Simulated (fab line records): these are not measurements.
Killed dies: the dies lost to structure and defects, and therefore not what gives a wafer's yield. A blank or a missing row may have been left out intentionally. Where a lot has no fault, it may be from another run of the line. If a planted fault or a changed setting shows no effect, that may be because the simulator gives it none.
A struck lot beside a sound one	flow nand_harc	24 steps out of a route of 1302
Sound: these wafers, L314.1, L314.2, L314.4. Struck: wafers L308.2, L308.3, L308.5. The cause is named last.
For every step that has rows: the tool of each side, followed by ch and its chambers, followed by its first start. Under that, the readings that differ: sound wafers	struck wafers	difference of the means	sigmas: that difference in standard deviations of wafers without a fault.
alike: readings whose means differ by less than 2 such deviations, and words and numbers that are the same on both sides. not compared: withheld readings, readings that some wafer has no value for, bounds like >300 that may hide the same value, and numbers for which the record gives no deviation and whose values overlap.
Wherever a step has rows on one side only, a row that says differs or no value, or a row with sigmas, the two part there. Numbers that have no deviation but don't overlap get no sigmas and don't part them. A reading that every wafer of one side lacks parts them only if that side has two wafers or more.

first, 9 steps without rows for these wafers: NHARC_A_CHANNEL_HOLE_D1_DESCUM_15 (chemistry O2, time 3 s); NHARC_A_CHANNEL_HOLE_D1_ETCH_38 (etches the open film in CF4, target depth 39 nm, time 65 s); NHARC_A_CHANNEL_HOLE_D1_ETCH_39 (etches the open film in N2/H2, target depth 260 nm, time 325 s); NHARC_A_CHANNEL_HOLE_D1_ETCH_34 (etches the open film in CF4/CHF3, target depth 154 nm, time 77 s); NHARC_A_CHANNEL_HOLE_D1_ETCH_16 (etches the open film in O2/COS, target depth 3100 nm, time 806 s); NHARC_A_CHANNEL_HOLE_D1_ETCH_19 (etches the open film in C4F8/O2/Ar, time 34.5 s); NHARC_A_CHANNEL_HOLE_D1_ETCH_20 (etches the open film in C4F8/O2/Ar, time 361.9 s, target depth 1600 nm); NHARC_A_CHANNEL_HOLE_D1_ETCH_21 (etches the open film in C4F8/O2/Ar, time 514.3 s, target depth 1600 nm); NHARC_A_CHANNEL_HOLE_D1_ETCH_22 (etches the open film in C4F8/O2/Ar, time 666.7 s, target depth 1600 nm).
NHARC_A_CHANNEL_HOLE_D1_ETCH_23: etches the open film in C4F8/O2/Ar, time 819 s, target depth 1600 nm.
  sound on har_etch-02 ch 0,1, day 13 04:51; struck on har_etch-02 ch 1, day 11 01:53
  no value came back on the struck wafers for any of 7 readings (c4f8_flow_sccm (sccm), chamber_pressure_mTorr (mTorr) and others); on the sound wafers c4f8_flow_sccm (sccm) reads 89.38 90.11 89.60
  not compared: rf_hours_counter_h
then, 7 steps without rows for these wafers: NHARC_A_CHANNEL_HOLE_D1_ETCH_24 (etches the open film in C4F8/O2/Ar, time 906.2 s, target depth 1500 nm); NHARC_A_CHANNEL_HOLE_D1_ETCH_25 (etches the open film in C4F8/O2/Ar, time 1040.2 s, target depth 1500 nm); NHARC_A_CHANNEL_HOLE_D1_ETCH_26 (etches the open film in C4F8/O2/Ar, time 224.1 s, target depth 300 nm); NHARC_A_CHANNEL_HOLE_D1_ETCH_33 (etches the open film in C4F8/O2/Ar, time 90 s, target depth 400 nm); NHARC_A_CHANNEL_HOLE_D1_STRIP_41 (strips in N2/H2); NHARC_A_CHANNEL_HOLE_D1_STRIP_42 (strips in CF4/CHF3); NHARC_A_CHANNEL_HOLE_D1_STRIP_43 (strips in O2/COS).
NHARC_A_CHANNEL_HOLE_D1_ETCH_44: etches the open film in CF4/O2, target depth 140 nm, overetch 14 nm, time 77 s.
  sound on rie_diel-01 ch 1,2,3, day 13 08:08; struck on rie_diel-01 ch 0,1,2, day 11 07:39
reading	sound	struck	difference	sigmas
throttle_valve_pct (%)	13.414 13.407 13.414	13.398 13.397 13.387	-0.018	-2
model.A_CHANNEL_HOLE_D1.cd_nm (nm)	89.81 90.63 89.29	101 99.85 100.7	+11	
  alike: bias_w, cf4_flow_sccm, drypump_motor_current_A, oes_product_au, rf_vpp_V, showerhead_plenum_p_Torr
  not compared: rf_hours_counter_h
then, 3 steps without rows for these wafers: NHARC_A_CHANNEL_HOLE_D1_STRIP_27 (strips in O2); NHARC_A_CHANNEL_HOLE_D1_PRECLEAN_28 (cleans in SC1); NHARC_A_CHANNEL_HOLE_D1_SRD_29.
NHARC_A_CHANNEL_HOLE_D1_CD_MEAS_30:
  sound on cd_sem-03 at day 13 08:58; struck on cd_sem-03 at day 11 08:27
reading	sound	struck	difference	sigmas
cd_nm (nm)	89.8 91.3 89.5	0.3 0.1 0.0	-90.1	-90
NHARC_A_CHANNEL_HOLE_D1_XSEM_31:
  sound on xsem-02 ch 0, day 13 09:03; struck on xsem-01 ch 0, day 11 08:32
reading	sound	struck	difference	sigmas
bot_cd_nm (nm)	74.4 74.7 74.0	0.3 0.1 0.3	-74.1	-62
bow_nm (nm)	8.58 8.69 8.65	0.52 0.53 0.52	-8.12	-39
tilt_deg (degrees)	0.15 0.15 0.15	-0.01 -0.01 -0.01	-0.16	-3
-- the record jumps here: 16 days lie between the struck wafers' starts before and after (it left off in module A_CHANNEL_HOLE_D1 and takes up again in module END, whose first step shown is number 1302 of the route) --
NHARC_END_SORT_01:
  at this point the record logs the struck wafers (prober-01 ch 0, day 26 21:05) and has no rows for the sound ones

== WHERE THEY PART ==
Earliest at NHARC_A_CHANNEL_HOLE_D1_ETCH_23; latest, in this record, at NHARC_END_SORT_01.

WHY: what had been put in by the simulator
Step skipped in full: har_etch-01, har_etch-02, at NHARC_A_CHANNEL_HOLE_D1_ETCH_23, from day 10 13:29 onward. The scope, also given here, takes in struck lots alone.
